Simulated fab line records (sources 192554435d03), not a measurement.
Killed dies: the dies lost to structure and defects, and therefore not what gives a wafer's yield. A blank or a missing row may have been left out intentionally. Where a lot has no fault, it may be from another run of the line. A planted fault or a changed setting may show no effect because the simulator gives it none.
Split-lot experiment	flow n5-finfet	21 wafers read across 7 lots, on a route 1938 steps long

THE SPLIT
At N5_HKMG_FIN_COAT_85 (time 60 s, resist thk 300 nm), the setting spin-rpm was moved away from the recipe's 1500 rpm on 5 of the 21 wafers read, by -9.2% to +10.9%. For the rest of the wafers, this setting stayed at what the recipe calls for.

The reading is taken at the split's own step.

THE READING
SOC_of_HKMG_FIN_COAT_85.thk-nm (the simulator's own value, which no gauge read), in nm, at N5_HKMG_FIN_COAT_85 (time 60 s, resist thk 300 nm). The file does not state a usual value for it. Across the 16 wafers here that went through the recipe, the average is 299.8 nm and the standard deviation 0.65 nm.

wafer	tool, chamber at the split	spin-rpm as run, rpm	against the recipe	SOC_of_HKMG_FIN_COAT_85.thk-nm, nm	against lot-mates on the recipe
L074.1	litho-track-01, 0	1500	recipe	300.6	-
L074.2	litho-track-01, 0	1500	recipe	300.2	-
L074.5	litho-track-01, 0	1500	recipe	301	-
L075.1	litho-track-01, 0	1500	recipe	299.8	-
L075.4	litho-track-01, 0	1500	recipe	300.2	-
L075.6	litho-track-01, 0	1624	+8.3%	287.8	-12.2
L079.1	litho-track-04, 0	1362	-9.2%	315.2	no lot-mate on the recipe
L079.4	litho-track-04, 0	1362	-9.2%	314.8	no lot-mate on the recipe
L079.5	litho-track-04, 0	1362	-9.2%	316	no lot-mate on the recipe
L081.1	litho-track-01, 0	1663	+10.9%	284.2	-15.0
L081.3	litho-track-01, 0	1500	recipe	299	-
L081.5	litho-track-01, 0	1500	recipe	299.4	-
L085.1	litho-track-02, 0	1500	recipe	300	-
L085.4	litho-track-02, 0	1500	recipe	300.6	-
L085.6	litho-track-02, 0	1500	recipe	300.6	-
L086.1	litho-track-01, 0	1500	recipe	298.8	-
L086.4	litho-track-01, 0	1500	recipe	299.6	-
L086.6	litho-track-01, 0	1500	recipe	299.2	-
L092.1	litho-track-04, 0	1500	recipe	300	-
L092.3	litho-track-04, 0	1500	recipe	299.2	-
L092.5	litho-track-04, 0	1500	recipe	299.2	-

FIT RESULTS
A straight line over all 21 wafers: SOC_of_HKMG_FIN_COAT_85.thk-nm changes by -1.58 nm for each +1% of spin-rpm; r = -0.99; the points scatter about the line by 0.8 nm.
The same after taking each lot's own level away (the mean of its wafers on the recipe; 18 wafers): -1.41 nm for each +1%; r = -1.00; scatter 0.34 nm.
Per that fit: largest spin-rpm move, reading shift of 15 nm.
Across the lots, their own levels run from 299.20 to 300.60 nm, a range of 2.2 times the standard deviation given above.
In other words, the slope is changed by the lot-to-lot level; the two fits disagree.
Check: with one of the wafers moved furthest among these (+10.9%) left out of the fit, the line predicts -16 nm for it against its lot-mates. Against them it came out at -15 nm.

THE OTHER SPLITS THESE WAFERS WENT THROUGH
Other splits were also applied to these wafers ahead of the reading. Each is held against what the fit with the lots' levels taken away leaves over:
other split on the same wafers	wafers away from the commonest value	r with SOC_of_HKMG_FIN_COAT_85.thk-nm (lot level and that fit taken away)
N5_ZERO_LAYER_PECVD_02 time-s	10	+0.13
N5_ZERO_LAYER_COAT_05 spin-rpm	3	+0.15
N5_ZERO_LAYER_PEB_09 peb-time-s	as run: not given for these wafers	-
N5_WELL_APT_COAT_02 spin-rpm	5	-0.03
N5_FIN_SAQP_PECVD_48 time-s	4	+0.26
N5_FIN_SAQP_DEVELOP_15 develop-time-s	11	-0.41
N5_DUMMY_GATE_COAT_28 spin-rpm	6	-0.06
N5_DUMMY_GATE_EXPOSE_12 dose-mj	7	+0.33
N5_SD_EPI_N_PEB_07 peb-temp-c	5	-0.28
N5_SD_EPI_N_DESCUM_14 time-s	8	+0.17

THE FILE'S OWN FIT
SOC_of_HKMG_FIN_COAT_85.thk-nm changes by -1.42 nm for each +1% of spin-rpm, r = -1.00.
